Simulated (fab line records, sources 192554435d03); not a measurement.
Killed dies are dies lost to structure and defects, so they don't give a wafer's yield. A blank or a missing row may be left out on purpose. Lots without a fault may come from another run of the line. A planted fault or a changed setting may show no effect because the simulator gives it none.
fab line records | flow n5_finfet | part 1 of 2: steps 1 to 22 of 30
record lots=5 wafers=15 last_day=17
route steps=1938 shown BEOL_M15@1789
lots that met no fault: from a run of the same line without faults
start_h: hours from the record's first day to the start of the lot's first wafer shown | wait_h: hours since the lot's step before | " the same as in the row above | L1.1+2: a row that stands for several wafers | - no value, or no start given | * or withheld: withheld | < > ~ a bound
route shown NAME@n: a module of which the file shows steps, and the number in the route of the first | usual: mean/standard deviation of fault-free wafers | same: alike in all rows | chamber/n: place in a boat | sites: the reading at each site | _std_site: their standard deviation | _edge_site: outer sites' mean less inner sites' | radius_mm: how far each site lies from the wafer's centre | mask NAME#n: copy n | behind: the tool/chamber that last shaped the wafer | hold: why the lot was held/for how many hours/how that ended | device: the transistor (n, p or np) that didn't switch | end of line: the same wafers' tests at the end of the route | a step without rows: its recipe alone | killed: dies lost to structure and defects at the first sort, not the wafer's yield | map: a wafer's dies, x killed, . not, _ none there
set.NAME: the setting as run; set.NAME@STEP: as run at that earlier step | model.NAME: the simulator's own value behind a step, which no gauge read
lots at some steps of the route; a table a step, a row a wafer
services: from which hour (start_h, from the record's first day; less than 0 if before it) a tool's chamber was out of use, for how many hours, and why
## steps
# step N5_BEOL_M15_STRIP_63
# recipe chemistry=O2 power_w=600 temp_c=60 pressure_mtorr=30 rf_frequency_hz=6e+07 bias_power_w=0 overash_fraction=0.3 o2_flow_sccm=225
# usual drypump_motor_current_A=5.85/0.22 oes_product_au=0.80/0.094 rf_vpp_V=3.6/0.66 showerhead_plenum_p_Torr=2.10/0.086 throttle_valve_pct=16.73/0.26
# columns lot.wafer tool chamber start_h wait_h drypump_motor_current_A oes_product_au rf_hours_counter_h rf_vpp_V showerhead_plenum_p_Torr throttle_valve_pct
L074.2 rie_diel-05 2 - - 5.81 0.84 77 3.0 2.23 16.83
L074.3 " 1 " " 5.66 1.00 2 3.5 2.07 16.37
L074.5 " 2 " " 5.81 0.84 - 4.1 2.23 16.83
L079.3 rie_diel-04 1 - - 6.06 0.83 104 3.7 2.03 16.48
L079.5 " 3 " " 6.22 0.72 - 3.4 2.07 16.99
L079.6 " 2 " " 5.61 0.87 - 3.6 2.22 16.31
L080.1 rie_diel-05 3 - - 6.01 0.72 183 4.5 2.00 16.92
L080.3 " 2 " " 5.78 0.84 89 2.5 2.22 16.82
L080.6 " 0 " " 5.82 0.94 - 3.6 2.06 16.69
L086.1 rie_diel-05 2 - - 5.84 0.82 104 4.0 2.22 16.89
L086.2 " 0 " " 5.79 0.91 19 4.4 2.06 16.73
L086.5 " 0 " " 5.81 0.90 - 4.5 2.06 16.71
L096.2 rie_diel-04 2 - - 5.60 0.82 61 4.7 2.21 16.39
L096.3 " 0 " " 5.48 0.70 225 2.9 1.98 16.77
L096.6 " 0 " " 5.54 0.70 - 5.2 1.98 16.76
# step N5_BEOL_M15_STRIP_64
# recipe chemistry=O2 power_w=600 temp_c=60 pressure_mtorr=30 rf_frequency_hz=6e+07 bias_power_w=0 overash_fraction=0.3 o2_flow_sccm=225
# usual drypump_motor_current_A=5.85/0.22 oes_product_au=0.80/0.093 rf_vpp_V=3.7/0.49 showerhead_plenum_p_Torr=2.10/0.086 throttle_valve_pct=16.73/0.26
# columns lot.wafer tool chamber start_h wait_h drypump_motor_current_A oes_product_au rf_hours_counter_h rf_vpp_V showerhead_plenum_p_Torr throttle_valve_pct
L074.2 rie_diel-05 2 - - 5.83 0.84 77 4.3 2.23 16.83
L074.3 " 1 " " 5.68 0.99 2 3.6 2.07 16.36
L074.5 " 2 " " 5.81 0.85 - 4.5 2.22 16.82
L079.3 rie_diel-04 1 - - 5.99 0.82 104 4.1 2.03 16.45
L079.5 " 3 " " 6.21 0.73 - 4.3 2.07 17.00
L079.6 " 2 " " 5.62 0.86 - 3.7 2.22 16.31
L080.1 rie_diel-05 3 - - 6.02 0.71 183 3.3 2.00 16.93
L080.3 " 2 " " 5.80 0.83 89 4.0 2.22 16.86
L080.6 " 0 " " 5.81 0.95 - 3.7 2.06 16.69
L086.1 rie_diel-05 2 - - 5.83 0.82 104 3.4 2.22 16.86
L086.2 " 0 " " 5.81 0.90 19 4.1 2.06 16.72
L086.5 " 0 " " 5.82 0.91 - 3.7 2.06 16.72
L096.2 rie_diel-04 2 - - 5.61 0.81 61 4.0 2.21 16.41
L096.3 " 0 " " 5.52 0.70 225 3.9 1.98 16.76
L096.6 " 0 " " 5.56 0.70 - 3.3 1.98 16.75
# step N5_BEOL_M15_STRIP_65
# recipe chemistry=post_etch_residue_remover time_s=60 temp_c=25 remover_ph=withheld remover_water_wt_pct=withheld remover_fluoride_wt_pct=withheld
# columns lot.wafer tool chamber start_h wait_h
L074.2+3+5 wet_bench-02 6,2,3 239.41 -
L079.3+5+6 wet_bench-06 1,0,2 267.24 -
L080.1+3+6 wet_bench-02 6,7,1 273.35 -
L086.1+2+5 wet_bench-06 5,6,7 337.86 -
L096.2+3+6 wet_bench-02 6,1,7 384.06 -
# step N5_BEOL_M15_SRD_66
# recipe time_s=30 temp_c=23 rinse_liquid=diw dry=n2_spin spin_rpm=1500 dry_time_s=30
# same dry_time_s=30
# columns lot.wafer tool chamber start_h wait_h
L074.2+3+5 wet_bench-02 6,2,3 239.43 0.0
L079.3+5+6 wet_bench-06 1,0,2 267.26 0.0
L080.1+3+6 wet_bench-02 6,7,1 273.36 0.0
L086.1+2+5 wet_bench-06 5,6,7 337.89 0.0
L096.2+3+6 wet_bench-02 6,1,7 384.08 0.0
# step N5_BEOL_M15_CD_MEAS_17
# recipe target_cd_nm=360 polarity=opening
# usual cd_nm=362.5/2.1
# columns lot.wafer tool chamber start_h wait_h cd_nm
L074.2 cd_sem-02 - 239.47 0.0 362.3
L074.3 " - " " 362.8
L074.5 " - " " 362.1
L079.3 cd_sem-01 - 267.30 0.0 362.6
L079.5 " - " " 359.6
L079.6 " - " " 363.0
L080.1 cd_sem-02 - 273.40 0.0 361.8
L080.3 " - " " 362.9
L080.6 " - " " 363.5
L086.1 cd_sem-03 - 337.93 0.0 363.5
L086.2 " - " " 361.4
L086.5 " - " " 362.8
L096.2 cd_sem-02 - 384.12 0.0 361.8
L096.3 " - " " 363.2
L096.6 " - " " 364.5
# step N5_BEOL_M15_COAT_56
# recipe resist=SOC temp_c=250 time_s=60 spin_rpm=1500 resist_thk_nm=550
# columns lot.wafer tool chamber start_h wait_h
L074.2+3+5 litho_track-03 0 239.51 0.0
L079.3+5+6 litho_track-01 0 267.35 0.0
L080.1+3+6 litho_track-04 0 273.44 0.0
L086.1+2+5 litho_track-01 0 337.97 0.0
L096.2+3+6 litho_track-01 0 384.16 0.0
# step N5_BEOL_M15_ETCH_57
# recipe chemistry=N2/H2 target=SOC source_w=3000 bias_w=350 time_s=750 ion_energy_ev=200 pressure_mtorr=30 n2_flow_sccm=200 h2_flow_sccm=200
# usual drypump_motor_current_A=5.84/0.23 oes_product_au=0.78/0.085 rf_vpp_V=523.8/3 showerhead_plenum_p_Torr=2.55/0.1 throttle_valve_pct=17.88/0.26
# columns lot.wafer tool chamber start_h wait_h drypump_motor_current_A oes_product_au rf_hours_counter_h rf_vpp_V showerhead_plenum_p_Torr throttle_valve_pct
L074.2 rie_diel-05 2 239.67 - 5.80 0.85 77 528.0 2.69 17.94
L074.3 " 0 " " 5.83 0.67 247 520.7 2.50 18.20
L074.5 " 3 " " 6.01 0.73 - 520.5 2.42 17.84
L079.3 rie_diel-04 3 267.61 - 6.24 0.73 203 522.9 2.53 18.12
L079.5 " 3 " " 6.21 0.72 - 524.3 2.53 18.13
L079.6 " 1 " " 5.98 0.82 - 521.8 2.47 17.64
L080.1 rie_diel-03 2 273.51 - 5.73 0.73 184 525.5 2.62 17.88
L080.3 " 0 " " 6.27 0.71 209 522.3 2.51 18.12
L080.6 " 1 " " 5.58 0.72 - 521.1 2.43 18.12
L086.1 rie_diel-03 3 338.06 - 5.80 0.87 46 527.4 2.69 17.48
L086.2 " 1 " " 5.60 0.71 222 520.1 2.42 18.16
L086.5 " 1 " " 5.56 0.72 - 521.2 2.42 18.15
L096.2 rie_diel-03 1 384.22 - 5.57 0.71 234 518.9 2.42 18.17
L096.3 " 3 " " 5.78 0.87 57 527.8 2.69 17.50
L096.6 " 1 " " 5.60 0.71 - 521.4 2.42 18.17
# step N5_BEOL_M15_COAT_60
# recipe resist=BARC temp_c=205 time_s=60 spin_rpm=1500 resist_thk_nm=89
# columns lot.wafer tool chamber start_h wait_h
L074.2+3+5 litho_track-03 0 240.17 0.3
L079.3+5+6 litho_track-03 0 268.12 0.3
L080.1+3+6 litho_track-01 0 274.02 0.3
L086.1+2+5 litho_track-03 0 338.56 0.3
L096.2+3+6 litho_track-04 0 384.72 0.3
# step N5_BEOL_M15_COAT_22
# recipe spin_rpm=1704 resist_thk_nm=800
# columns lot.wafer tool chamber start_h wait_h
L074.2+3+5 litho_track-03 0 - -
L079.3+5+6 litho_track-03 0 - -
L080.1+3+6 litho_track-01 0 - -
L086.1+2+5 litho_track-03 0 - -
L096.2+3+6 litho_track-04 0 - -
# step N5_BEOL_M15_EBR_24
# recipe solvent=PGMEA ebr_width_mm=1.5
# columns lot.wafer tool chamber start_h wait_h
L074.2+3+5 litho_track-03 0 - -
L079.3+5+6 litho_track-03 0 - -
L080.1+3+6 litho_track-01 0 - -
L086.1+2+5 litho_track-03 0 - -
L096.2+3+6 litho_track-04 0 - -
# step N5_BEOL_M15_SOFTBAKE_23
# recipe temp_c=130 time_s=60
# columns lot.wafer tool chamber start_h wait_h
L074.2+3+5 litho_track-03 0 - -
L079.3+5+6 litho_track-03 0 - -
L080.1+3+6 litho_track-01 0 - -
L086.1+2+5 litho_track-03 0 - -
L096.2+3+6 litho_track-04 0 - -
# step N5_BEOL_M15_EXPOSE_25
# recipe mask_id=M15 na=0.8 source_shape=annular sigma_inner=0.5 sigma_outer=0.8 polarization=unpolarized target_cd_nm=400 dose_mj=35.5
# columns lot.wafer tool chamber start_h wait_h mask
L074.2+3+5 krf_scanner-01 0 240.27 - M15#0
L079.3+5+6 krf_scanner-02 0 268.35 - M15#0
L080.1+3+6 krf_scanner-01 0 274.24 - M15#0
L086.1+2+5 krf_scanner-02 0 338.66 - M15#0
L096.2+3+6 krf_scanner-01 0 384.95 - M15#0
# step N5_BEOL_M15_PEB_26
# recipe peb_temp_c=130 peb_time_s=90
# same peb_time_s=90
# columns lot.wafer tool chamber start_h wait_h
L074.2+3+5 litho_track-01 0 240.33 0.0
L079.3+5+6 litho_track-03 0 268.40 0.0
L080.1+3+6 litho_track-01 0 274.30 0.1
L086.1+2+5 litho_track-01 0 338.72 0.1
L096.2+3+6 litho_track-03 0 385.00 0.0
# step N5_BEOL_M15_DEVELOP_27
# recipe develop_time_s=45 rinse_liquid=diw dry=air_spin dev_temp_c=21
# usual developer_temp_C=21.01/0.098
# columns lot.wafer tool chamber start_h wait_h developer_temp_C
L074.2 litho_track-01 0 - - 20.95
L074.3 " 0 " " 20.96
L074.5 " 0 " " 21.00
L079.3 litho_track-03 0 - - 20.99
L079.5 " 0 " " 21.00
L079.6 " 0 " " 21.05
L080.1 litho_track-01 0 - - 21.02
L080.3 " 0 " " 20.94
L080.6 " 0 " " 20.76
L086.1 litho_track-01 0 - - 21.04
L086.2 " 0 " " 21.20
L086.5 " 0 " " 20.99
L096.2 litho_track-03 0 - - 21.08
L096.3 " 0 " " 21.11
L096.6 " 0 " " 21.04
# step N5_BEOL_M15_HARDBAKE_32
# recipe temp_c=130 time_s=120
# columns lot.wafer tool chamber start_h wait_h
L074.2+3+5 litho_track-01 0 - -
L079.3+5+6 litho_track-03 0 - -
L080.1+3+6 litho_track-01 0 - -
L086.1+2+5 litho_track-01 0 - -
L096.2+3+6 litho_track-03 0 - -
# step N5_BEOL_M15_CD_MEAS_28
# recipe target_cd_nm=407.6 landing_energy_ev=500 detector=se_inlens
# usual cd_nm=406.3/1.5
# columns lot.wafer tool chamber start_h wait_h cd_nm
L074.2 cd_sem-01 0 240.44 - 408.7
L074.3 " 0 " " 406.4
L074.5 " 0 " " 408.2
L079.3 cd_sem-01 0 268.51 - 407.6
L079.5 " 0 " " 408.7
L079.6 " 0 " " 409.1
L080.1 cd_sem-01 0 274.41 - 407.0
L080.3 " 0 " " 404.2
L080.6 " 0 " " 404.9
L086.1 cd_sem-02 0 338.83 - 404.6
L086.2 " 0 " " 402.6
L086.5 " 0 " " 406.6
L096.2 cd_sem-03 0 385.12 - 407.9
L096.3 " 0 " " 406.3
L096.6 " 0 " " 406.4
# step N5_BEOL_M15_OVL_MEAS_29
# recipe points_per_wafer=44
# usual M15_OVL=-1/5.6
# columns lot.wafer tool chamber start_h wait_h M15_OVL[nm]
L074.2 overlay-02 0 240.47 0.0 3
L074.3 " 0 " " 1
L074.5 " 0 " " 2
L079.3 overlay-01 0 268.54 0.0 5
L079.5 " 0 " " 7
L079.6 " 0 " " 0
L080.1 overlay-01 0 274.44 0.0 5
L080.3 " 0 " " -1
L080.6 " 0 " " 1
L086.1 overlay-02 0 338.86 0.0 8
L086.2 " 0 " " 7
L086.5 " 0 " " 7
L096.2 overlay-02 0 385.15 0.0 6
L096.3 " 0 " " 11
L096.6 " 0 " " 12
# step N5_BEOL_M15_INSPECT_30
# recipe mode=adi inspect_instrument=macro
# usual raw_defect_count=2.0/1.4
# columns lot.wafer tool chamber start_h wait_h raw_defect_count
L074.2 defect_inspect-02 - 240.49 0.0 5
L074.3 " - " " 2
L074.5 " - " " 1
L079.3 defect_inspect-02 - 268.57 0.0 4
L079.5 " - " " 0
L079.6 " - " " 5
L080.1 defect_inspect-02 - 274.47 0.0 3
L080.3 " - " " 3
L080.6 " - " " 5
L086.1 defect_inspect-01 - 338.89 0.0 1
L086.2 " - " " 2
L086.5 " - " " 2
L096.2 defect_inspect-01 - 385.17 0.0 1
L096.3 " - " " 1
L096.6 " - " " 1
# step N5_BEOL_M15_DESCUM_33
# recipe chemistry=O2 time_s=7.9 source_power_w=50 bias_power_w=20 pressure_mtorr=20 rf_frequency_hz=2.712e+07 temp_c=40 o2_flow_sccm=225
# usual drypump_motor_current_A=5.85/0.26 oes_product_au=0.78/0.082 rf_vpp_V=243.1/1.7 showerhead_plenum_p_Torr=2.09/0.088 throttle_valve_pct=20.50/0.26
# columns lot.wafer tool chamber start_h wait_h drypump_motor_current_A oes_product_au rf_hours_counter_h rf_vpp_V showerhead_plenum_p_Torr throttle_valve_pct
L074.2 rie_diel-04 2 240.86 0.4 5.60 0.90 14 243.4 2.22 20.11
L074.3 " 0 " " 5.52 0.72 204 239.4 1.98 20.47
L074.5 " 0 " " 5.50 0.72 - 241.6 1.98 20.50
L079.3 rie_diel-05 0 268.62 0.1 5.81 0.97 2 242.5 2.06 20.52
L079.5 " 2 " " 5.80 0.84 - 244.1 2.22 20.68
L079.6 " 3 " " 6.01 0.72 - 242.4 2.00 20.65
L080.1 rie_diel-04 0 274.70 0.2 5.51 0.72 209 239.9 1.98 20.50
L080.3 " 1 " " 6.02 0.82 107 242.1 2.02 20.19
L080.6 " 2 " " 5.64 0.87 - 244.6 2.22 20.14
L086.1 rie_diel-03 3 339.33 0.4 5.77 0.87 46 245.8 2.22 20.19
L086.2 " 0 " " 6.30 0.69 232 243.5 2.07 20.84
L086.5 " 2 " " 5.70 0.72 - 244.2 2.17 20.69
L096.2 rie_diel-03 3 385.20 0.0 5.80 0.85 58 244.6 2.22 20.21
L096.3 " 1 " " 5.57 0.70 234 241.0 1.99 20.62
L096.6 " 2 " " 5.68 0.71 - 244.5 2.17 20.72
# step N5_BEOL_M15_ETCH_61
# recipe chemistry=N2/H2 target=BARC target_depth_a=890 overetch_a=267 time_s=67.9 ion_energy_ev=200 pressure_mtorr=30 source_w=840 bias_w=150 n2_flow_sccm=200 h2_flow_sccm=200
# usual drypump_motor_current_A=5.85/0.26 oes_product_au=0.66/0.068 rf_vpp_V=523.7/2.9 showerhead_plenum_p_Torr=2.54/0.1 throttle_valve_pct=17.95/0.28
# columns lot.wafer tool chamber start_h wait_h drypump_motor_current_A oes_product_au rf_hours_counter_h rf_vpp_V showerhead_plenum_p_Torr throttle_valve_pct
L074.2 rie_diel-04 2 240.89 0.0 5.61 0.77 14 528.8 2.70 17.48
L074.3 " 0 " " 5.56 0.62 205 520.3 2.41 17.99
L074.5 " 0 " " 5.55 0.62 - 520.7 2.41 17.98
L079.3 rie_diel-05 0 268.66 0.0 5.81 0.82 2 523.2 2.50 17.90
L079.5 " 2 " " 5.82 0.70 - 526.3 2.69 18.08
L079.6 " 3 " " 6.01 0.62 - 522.0 2.42 17.98
L080.1 rie_diel-04 0 274.74 0.0 5.54 0.60 209 520.6 2.40 18.01
L080.3 " 1 " " 6.01 0.69 107 522.6 2.47 17.74
L080.6 " 2 " " 5.61 0.74 - 528.6 2.70 17.53
L086.1 rie_diel-03 3 339.36 0.0 5.76 0.74 46 528.1 2.69 17.60
L086.2 " 0 " " 6.27 0.59 232 522.4 2.51 18.27
L086.5 " 2 " " 5.72 0.62 - 526.8 2.61 18.01
L096.2 rie_diel-03 3 385.24 0.0 5.79 0.72 58 526.6 2.69 17.60
L096.3 " 1 " " 5.56 0.60 234 520.7 2.42 18.29
L096.6 " 2 " " 5.69 0.61 - 525.7 2.60 18.02
# step N5_BEOL_M15_TRENCH_ETCH_34
# recipe chemistry=C4F8/O2/Ar target=SiO2 target_depth_a=8729.3 he_inner_torr=15 he_outer_torr=30 time_s=199 ion_energy_ev=800 pressure_mtorr=20 source_w=1905 bias_w=2040 Ar_flow_sccm=400 C4F8_flow_sccm=16 O2_flow_sccm=12
# usual drypump_motor_current_A=5.86/0.26 he_outer_torr=30.01/0.057 oes_ar_750_au=0.78/0.079 oes_product_au=0.78/0.08 rf_vpp_V=2213/35 showerhead_plenum_p_Torr=3.44/0.14 throttle_valve_pct=31.03/0.22
# columns lot.wafer tool chamber start_h wait_h drypump_motor_current_A he_outer_torr oes_ar_750_au oes_product_au rf_hours_counter_h rf_vpp_V showerhead_plenum_p_Torr throttle_valve_pct
L074.2 rie_diel-04 2 240.94 0.0 5.61 29.95 0.89 0.89 14 2202 3.67 30.85
L074.3 " 0 " " 5.54 30.07 0.72 0.71 205 2203 3.29 31.20
L074.5 " 0 " " 5.54 29.98 0.72 0.72 - 2203 3.29 31.19
L079.3 rie_diel-05 0 268.71 0.0 5.83 29.88 0.96 0.96 2 2199 3.38 31.09
L079.5 " 2 " " 5.81 29.97 0.83 0.83 - 2157 3.64 31.33
L079.6 " 3 " " 6.01 29.96 0.72 0.72 - 2203 3.31 31.17
L080.1 rie_diel-04 0 274.79 0.0 5.58 30.06 0.72 0.71 209 2203 3.29 31.19
L080.3 " 1 " " 6.00 30.01 0.80 0.81 107 2192 3.34 30.73
L080.6 " 2 " " 5.62 29.98 0.87 0.86 - 2201 3.66 30.86
L086.1 rie_diel-03 3 339.41 0.0 5.80 30.07 0.88 0.88 46 2275 3.65 30.77
L086.2 " 0 " " 6.27 29.90 0.69 0.70 232 2267 3.39 31.20
L086.5 " 2 " " 5.75 29.96 0.72 0.72 - 2274 3.52 30.88
L096.2 rie_diel-03 3 385.29 0.0 5.77 30.03 0.86 0.87 58 2275 3.64 30.77
L096.3 " 1 " " 5.60 30.06 0.71 0.71 235 2191 3.28 31.09
L096.6 " 2 " " 5.73 29.96 0.71 0.71 - 2273 3.51 30.88
# step N5_BEOL_M15_STRIP_36
# recipe chemistry=O2 power_w=600 temp_c=60 pressure_mtorr=30 rf_frequency_hz=6e+07 bias_power_w=0 overash_fraction=0.3 o2_flow_sccm=225
# usual drypump_motor_current_A=5.85/0.23 oes_product_au=0.78/0.086 rf_vpp_V=3.8/0.89 showerhead_plenum_p_Torr=2.10/0.09 throttle_valve_pct=16.78/0.24
# columns lot.wafer tool chamber start_h wait_h drypump_motor_current_A oes_product_au rf_hours_counter_h rf_vpp_V showerhead_plenum_p_Torr throttle_valve_pct
L074.2 rie_diel-05 2 242.21 1.1 5.81 0.84 78 3.6 2.22 16.80
L074.3 " 0 " " 5.81 0.68 248 4.1 2.06 17.13
L074.5 " 2 " " 5.83 0.85 - 3.8 2.23 16.81
L079.3 rie_diel-05 3 271.68 2.8 5.98 0.74 182 4.3 2.00 16.90
L079.5 " 0 " " 5.80 0.97 - 3.8 2.06 16.71
L079.6 " 3 " " 6.00 0.72 - 5.2 2.00 16.90
L080.1 rie_diel-03 2 275.05 0.1 5.66 0.72 185 3.5 2.18 16.91
L080.3 " 0 " " 6.22 0.71 210 3.3 2.08 17.02
L080.6 " 2 " " 5.68 0.73 - 3.6 2.18 16.92
L086.1 rie_diel-05 0 339.68 0.1 5.81 0.90 20 3.6 2.06 16.73
L086.2 " 2 " " 5.80 0.82 105 3.5 2.22 16.85
L086.5 " 3 " " 6.01 0.72 - 4.0 2.00 16.97
L096.2 rie_diel-03 1 387.01 1.5 5.54 0.71 235 4.2 1.99 16.91
L096.3 " 0 " " 6.26 0.67 244 3.4 2.07 17.11
L096.6 " 2 " " 5.73 0.70 - 3.1 2.17 16.94
